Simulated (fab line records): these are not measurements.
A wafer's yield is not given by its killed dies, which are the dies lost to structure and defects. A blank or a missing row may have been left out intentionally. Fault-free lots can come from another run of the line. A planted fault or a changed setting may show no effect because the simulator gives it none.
Comparing a struck lot with a sound one ; flow n5Finfet ; 37 out of 1938 route steps
Sound: wafers L924.4, L924.5, L924.6. Struck: wafers L915.2, L915.3, L915.5. The cause is given at the end.
Order at every step that has rows: each side's tool, ch and its chambers, its first start. Under that, the readings that differ: sound wafers ; struck wafers ; difference of the means ; sigmas: that difference in standard deviations of wafers without a fault.
alike: a reading whose means differ by less than 2 such deviations, as well as words and numbers matching on both sides. not compared: withheld readings; readings where some wafer has no value; bounds like >300 that might hide an equal value; numbers whose values overlap and for which the record gives no deviation.
The two part at a step that has a row with sigmas, a row that says differs or no value, or rows on one side only. Numbers that have no deviation but don't overlap get no sigmas and don't part them. A reading that every wafer of one side lacks parts them only if that side has two wafers or more.

first, 9 steps without rows for these wafers: N5_WELL_APT_EBR_04; N5_WELL_APT_SOFTBAKE_03 (time 60 s); N5_WELL_APT_EXPOSE_05 (exposes mask NWELL, defocus 0 nm, target cd 200 nm); N5_WELL_APT_PEB_06 (peb time 90 s); N5_WELL_APT_DEVELOP_07 (develop time 45 s); N5_WELL_APT_HARDBAKE_12 (time 120 s); N5_WELL_APT_DESCUM_13 (chemistry O2, time 7.9 s); N5_WELL_APT_IMPLANT_14; N5_WELL_APT_IMPLANT_15.
N5_WELL_APT_STRIP_16: strips in SPM, time 900 s.
  sound on wetBench-02 ch 1,2,6, day 4 14:23; struck on wetBench-02 ch 3,4,5, day 2 08:17
  no value came back on the struck wafers for bathGuardTempC (C), bathHeatDutyPct (%), timeS (s); on the sound wafers bathGuardTempC (C) reads 129.9 129.9 130.7
reading;sound;struck;difference;sigmas
model.coat_of_WELL_APT_COAT_02.thkNm (nm);0 0 0;934.5 936 935.6;+935.4;
then, 25 steps without rows for these wafers: N5_WELL_APT_HMDS_18 (time 60 s); N5_WELL_APT_COAT_19 (resist thk 950 nm); N5_WELL_APT_EBR_21; N5_WELL_APT_SOFTBAKE_20 (time 60 s); N5_WELL_APT_EXPOSE_22 (exposes mask PWELL, defocus 0 nm, target cd 200 nm); N5_WELL_APT_PEB_23 (peb time 90 s); N5_WELL_APT_DEVELOP_24 (develop time 45 s); N5_WELL_APT_HARDBAKE_29 (time 120 s); N5_WELL_APT_DESCUM_30 (chemistry O2, time 7.9 s); N5_WELL_APT_IMPLANT_31; N5_WELL_APT_IMPLANT_32; N5_WELL_APT_STRIP_33 (strips in SPM, time 900 s); N5_WELL_APT_RTA_34 (time 10 s); N5_WELL_APT_OXIDE_STRIP_42 (strips SiO2 in dHF, time 45 s, target depth 12 nm); N5_WELL_APT_PRECLEAN_36 (cleans in O3/DIW, time 45 s); N5_WELL_APT_PRECLEAN_39 (cleans in dHF, time 60 s); N5_WELL_APT_SRD_37 (time 30 s); N5_WELL_APT_EPI_41 (deposits Si from SiH4/H2, target thk 50 nm, time 297.7 s); N5_PMOS_HMC_CHANNEL_EPI_HM_DEP_34 (deposits SiO2 from TEOS/O2, target thk 36 nm, time 6.9 s); N5_PMOS_HMC_CHANNEL_EPI_COAT_31 (time 60 s, resist thk 66 nm); N5_PMOS_HMC_CHANNEL_EPI_COAT_03 (resist thk 205 nm); N5_PMOS_HMC_CHANNEL_EPI_EBR_05; N5_PMOS_HMC_CHANNEL_EPI_SOFTBAKE_04 (time 60 s); N5_PMOS_HMC_CHANNEL_EPI_EXPOSE_06 (exposes mask PMOS HMC BLK, target cd 240 nm); N5_PMOS_HMC_CHANNEL_EPI_PEB_07 (peb time 60 s).
-- a jump in the record: the struck wafers' starts before and after are 6 days apart (it breaks off in module PMOS_HMC_CHANNEL_EPI and resumes in module BEOL_M4, where the first step shown is number 1111 of the route) --
N5_BEOL_M4_RC_MEAS_101:
  sound on prober-02 ch 0, day 11 11:31; struck on prober-02 ch 0, day 8 15:35
reading;sound;struck;difference;sigmas
CJ_N;4.39 4.46 4.35;0.09 0.09 0.09;-4.31;-47
DIBL_N (mV/V);35.0 33.5 36.3;115.6 130.3 128.7;+89.9;+50
IOFF_N (nA/um);0.12 0.11 0.15;27.92 59.10 56.83;+47.82;+99 or more
IOFF_N_85C (nA/um);2.5 2.3 3.0;231.6 434.7 425.6;+361.4;+99 or more
IOFF_N_LIN (nA/um);0.060 0.057 0.073;1.302 2.344 2.287;+1.914;+99 or more
IOFF_N_LONG (nA/um);5.32e-05 5.4e-05 5.27e-05;0.0001058 0.0001063 0.0001062;+0.0000528;+24
ION_N (uA/um);650 661 666;685 719 714;+47;+4
RS_PWELL (ohm/sq);3009 3015 2993;- - -;no value on the struck wafers;
SS_N (mV/dec);70.9 70.9 70.8;152.9 159.2 158.8;+86.1;+99 or more
VT_N (mV);256 252 252;239 231 230;-20;-6
VT_N_LVT (mV);103 102 99;86 78 79;-20;-6
  alike: DIBL_P, IOFF_P, ION_P, SS_P, VT_P
-- here the record skips 5 days between the struck wafers' starts before and after, leaving off in module BEOL_M4 and picking up in module PASSIVATION (first step shown: number 1936 of the route) --
N5_PASSIVATION_PROBE_49:
  sound on prober-01 at day 15 15:43; struck on prober-01 at day 13 06:09
reading;sound;struck;difference;sigmas
sort_bin_4_leakage (%);0 0 0;90.42 90.76 89.07;+90.08;+99 or more
sortNPass;1068 1096 1084;0 0 0;-1083;-64
sortYieldPct (%);90.5 92.9 91.9;0 0 0;-92;-61
  alike: defectLimitedYield, killed_at_M0_to_M3, killed_at_M4_up, killedAtContacts, killedAtFrontEnd, killedAtOther, killedDies, killedOpen, killedShort, sort_bin_5_function, sort_bin_6_memory

== WHERE THEY PART ==
Earliest at N5_WELL_APT_STRIP_16; latest, in this record, at N5_PASSIVATION_PROBE_49.

WHY: the cause the simulator had injected
Beginning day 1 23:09, the whole step at N5_WELL_APT_STRIP_16 was skipped on wetBench-02. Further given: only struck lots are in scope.
